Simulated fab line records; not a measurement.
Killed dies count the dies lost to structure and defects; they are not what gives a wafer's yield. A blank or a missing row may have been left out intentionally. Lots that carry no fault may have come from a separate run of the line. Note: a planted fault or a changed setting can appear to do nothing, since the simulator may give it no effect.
Split-lot study | flow n5_finfet | 21 wafers read from 7 lots, route of 1938 steps

SPLIT DETAILS
At N5_BEOL_M0_ETCH_128 (etches SiCN in CF4/N2, target depth 12 nm, overetch 5.1 nm, time 21.4 s), the setting source_w was moved away from the recipe's 430 W on 9 of the 21 wafers read, by -11.0% to +15.9%. This setting was run at the recipe's value on the other wafers.

The reading comes from the split's own step.

THE READING
rf_vpp_V, in V, at N5_BEOL_M0_ETCH_128 (etches SiCN in CF4/N2, target depth 12 nm, overetch 5.1 nm, time 21.4 s). On this fab line, fault-free wafers typically give 381.4 V with a standard deviation of 1.7 V.

wafer  | tool, chamber at the split | source_w as run, W | against the recipe | rf_vpp_V, V | against lot-mates on the recipe
L075.2 | rie_diel-04, 3             | 450.2              | +4.7%              | 374.8       | -5.6
L075.4 | rie_diel-04, 1             | 450.2              | +4.7%              | 374.6       | -5.8
L075.6 | rie_diel-04, 0             | 430                | recipe             | 380.4       | -
L078.1 | rie_diel-04, 0             | 430                | recipe             | 379.2       | -
L078.4 | rie_diel-04, 1             | 490.2              | +14.0%             | 363.6       | -15.6
L078.6 | rie_diel-04, 3             | 490.2              | +14.0%             | 366.0       | -13.2
L082.2 | rie_diel-03, 3             | 382.9              | -11.0%             | 401.0       | +20.0
L082.3 | rie_diel-03, 2             | 430                | recipe             | 380.9       | -
L082.6 | rie_diel-03, 2             | 430                | recipe             | 381.2       | -
L084.1 | rie_diel-06, 2             | 430                | recipe             | 381.0       | -
L084.2 | rie_diel-06, 0             | 430                | recipe             | 380.5       | -
L084.3 | rie_diel-06, 1             | 430                | recipe             | 379.7       | -
L087.4 | rie_diel-04, 0             | 456.6              | +6.2%              | 371.5       | -9.6
L087.5 | rie_diel-04, 3             | 430                | recipe             | 381.1       | -
L087.6 | rie_diel-04, 2             | 456.6              | +6.2%              | 373.8       | -7.3
L093.2 | rie_diel-06, 0             | 430                | recipe             | 380.8       | -
L093.4 | rie_diel-06, 2             | 430                | recipe             | 380.2       | -
L093.5 | rie_diel-06, 3             | 430                | recipe             | 381.9       | -
L096.1 | rie_diel-03, 0             | 498.4              | +15.9%             | 363.7       | -20.0
L096.4 | rie_diel-03, 0             | 430                | recipe             | 383.7       | -
L096.5 | rie_diel-03, 3             | 498.4              | +15.9%             | 366.7       | -17.0

FIT RESULTS
A straight line over all 21 wafers: rf_vpp_V changes by -1.21 V for each +1% of source_w; r = -0.97; the points scatter about the line by 2.2 V.
The same after taking each lot's own level away (the mean of its wafers on the recipe; 21 wafers): -1.24 V for each +1%; r = -0.98; scatter 1.9 V.
According to that fit, moving source_w by its largest amount changes the reading by 20 V.
The span of the lots' own levels, 379.20 to 383.70 V, comes to 2.6 times the standard deviation stated above.
Consequently the slope shifts little with the lot-to-lot level, the two slopes agreeing.
Check: with one of the wafers moved furthest among these (+15.9%) left out of the fit, the line predicts -18.9 V for it against its lot-mates. Against them it came out at -20 V.
Tool readings at the split's step, against how far the setting was moved: rf_vpp_V r = -0.97.

THESE WAFERS: OTHER SPLITS
Note: prior to the reading, these wafers also went through further splits. Each is held against what the fit with the lots' levels taken away leaves over:
other split on the same wafers      | wafers away from the commonest value | r with rf_vpp_V (lot level and that fit taken away)
N5_GATE_CUT_COAT_35 spin_rpm        | 6                                    | -0.29
N5_MOL_CONTACT_COAG_PECVD_31 temp_c | 8                                    | +0.21

FILE'S OWN FIT
rf_vpp_V changes by -1.26 V for each +1% of source_w, r = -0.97.
